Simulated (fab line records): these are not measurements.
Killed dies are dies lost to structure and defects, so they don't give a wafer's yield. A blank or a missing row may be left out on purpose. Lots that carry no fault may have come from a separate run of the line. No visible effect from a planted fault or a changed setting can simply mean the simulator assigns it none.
A lot that was struck, set against a sound lot + flow n5Finfet + 37 out of 1938 route steps
Sound: wafers L488.2, L488.5, L488.6. Wafers L495.2, L495.4, L495.6 were the ones struck. The cause is given at the end.
For every step that has rows: the tool of each side, followed by ch and its chambers, followed by its first start. Under that, the readings that differ: sound wafers + struck wafers + difference of the means + sigmas: that difference in standard deviations of wafers without a fault.
alike: readings with means less than 2 such deviations apart, plus words and numbers identical on both sides. not compared: withheld readings, readings lacking a value on some wafer, bounds such as >300 that could conceal the same value, and numbers that have no deviation in the record and whose values overlap.
The two part at a step that has a row with sigmas, a row that says differs or no value, or rows on one side only. When numbers do not overlap yet have no deviation, they are printed without sigmas and do not part them. A reading that every wafer of one side lacks parts them only if that side has two wafers or more.

first, 9 steps without rows for these wafers: N5_WELL_APT_COAT_19 (resist thk 950 nm); N5_WELL_APT_EBR_21; N5_WELL_APT_SOFTBAKE_20 (time 60 s); N5_WELL_APT_EXPOSE_22 (exposes mask PWELL, defocus 0 nm, target cd 200 nm); N5_WELL_APT_PEB_23 (peb time 90 s); N5_WELL_APT_DEVELOP_24 (develop time 45 s); N5_WELL_APT_HARDBAKE_29 (time 120 s); N5_WELL_APT_DESCUM_30 (chemistry O2, time 7.9 s); N5_WELL_APT_IMPLANT_31.
N5_WELL_APT_IMPLANT_32:
  sound on implanter-02 ch 0, day 2 21:29; struck on implanter-02 ch 0, day 4 15:23
| reading          | sound                           | struck                           | difference  | sigmas      |
|------------------|---------------------------------|----------------------------------|-------------|-------------|
| doseIonsCm2      | 1.9993e+13 1.997e+13 2.0005e+13 | 2.5769e+13 2.5736e+13 2.5731e+13 | +5.7560e+12 | +99 or more |
| faradayCurrentUA | 251 252 267                     | 328 332 333                      | +74         | +15         |
then, 25 steps without rows for these wafers: N5_WELL_APT_STRIP_33 (strips in SPM, time 900 s); N5_WELL_APT_RTA_34 (time 10 s); N5_WELL_APT_OXIDE_STRIP_42 (strips SiO2 in dHF, time 45 s, target depth 12 nm); N5_WELL_APT_PRECLEAN_36 (cleans in O3/DIW, time 45 s); N5_WELL_APT_PRECLEAN_39 (cleans in dHF, time 60 s); N5_WELL_APT_SRD_37 (time 30 s); N5_WELL_APT_EPI_41 (deposits Si from SiH4/H2, target thk 50 nm, time 297.7 s); N5_PMOS_HMC_CHANNEL_EPI_HM_DEP_34 (deposits SiO2 from TEOS/O2, target thk 36 nm, time 6.9 s); N5_PMOS_HMC_CHANNEL_EPI_COAT_31 (time 60 s, resist thk 66 nm); N5_PMOS_HMC_CHANNEL_EPI_COAT_03 (resist thk 205 nm); N5_PMOS_HMC_CHANNEL_EPI_EBR_05; N5_PMOS_HMC_CHANNEL_EPI_SOFTBAKE_04 (time 60 s); N5_PMOS_HMC_CHANNEL_EPI_EXPOSE_06 (exposes mask PMOS HMC BLK, target cd 240 nm); N5_PMOS_HMC_CHANNEL_EPI_PEB_07 (peb time 60 s); N5_PMOS_HMC_CHANNEL_EPI_DEVELOP_08 (develop time 30 s); N5_PMOS_HMC_CHANNEL_EPI_DESCUM_14 (chemistry O2, time 7.9 s); N5_PMOS_HMC_CHANNEL_EPI_ETCH_32 (etches BARC in N2/H2, stops on SiO2, target depth 85.8 nm, time 50.3 s); N5_PMOS_HMC_CHANNEL_EPI_HM_OPEN_15 (chemistry CHF3/O2, target SiO2, target depth 40.6 nm, time 20.3 s); N5_PMOS_HMC_CHANNEL_EPI_STRIP_33 (strips in N2/H2); N5_PMOS_HMC_CHANNEL_EPI_STRIP_17 (strips in SPM, time 750 s); N5_PMOS_HMC_CHANNEL_EPI_ETCH_38 (etches SiO2 in CF4, target depth 1.5 nm); N5_PMOS_HMC_CHANNEL_EPI_FIN_RECESS_16 (chemistry HBr/Cl2, target Si, target depth 54 nm, time 18 s); N5_PMOS_HMC_CHANNEL_EPI_PRECLEAN_36 (cleans in O3/DIW, time 45 s); N5_PMOS_HMC_CHANNEL_EPI_PRECLEAN_18 (cleans in DHF, time 30 s); N5_PMOS_HMC_CHANNEL_EPI_SRD_19 (time 30 s).
-- the record jumps here: 7 days lie between the struck wafers' starts before and after (it left off in module PMOS_HMC_CHANNEL_EPI and takes up again in module BEOL_M4, whose first step shown is number 1111 of the route) --
N5_BEOL_M4_RC_MEAS_101:
  sound on prober-02 ch 0, day 10 02:10; struck on prober-01 ch 0, day 11 08:14
| reading | sound          | struck         | difference | sigmas |
|---------|----------------|----------------|------------|--------|
| CJ_N    | 4.37 4.41 4.38 | 5.00 4.95 5.05 | +0.61      | +7     |
  alike: DIBL_N, DIBL_P, IOFF_N, IOFF_P, ION_N, ION_P, SS_N, SS_P, VT_N, VT_P
-- here the record skips 5 days between the struck wafers' starts before and after, leaving off in module BEOL_M4 and picking up in module PASSIVATION (first step shown: number 1936 of the route) --
N5_PASSIVATION_PROBE_49:
  sound on prober-01, day 14 13:48; struck on prober-02, day 15 21:17
| reading    | sound    | struck   | difference | sigmas |
|------------|----------|----------|------------|--------|
| killedOpen | 44 79 60 | 83 87 95 | +27        | +2     |
  alike: defectLimitedYield, killed_at_M0_to_M3, killed_at_M4_up, killedAtContacts, killedAtFrontEnd, killedAtOther, killedDies, killedShort, sort_bin_5_function, sort_bin_6_memory, sortNPass, sortYieldPct
  not compared: sort_bin_8_speed

== WHERE THEY PART ==
First at N5_WELL_APT_IMPLANT_32; last, within this record, at N5_PASSIVATION_PROBE_49.

WHY: whatever the simulator had introduced
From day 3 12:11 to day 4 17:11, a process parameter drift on implanter-02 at N5_WELL_APT_IMPLANT_32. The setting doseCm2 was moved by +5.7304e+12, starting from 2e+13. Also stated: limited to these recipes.
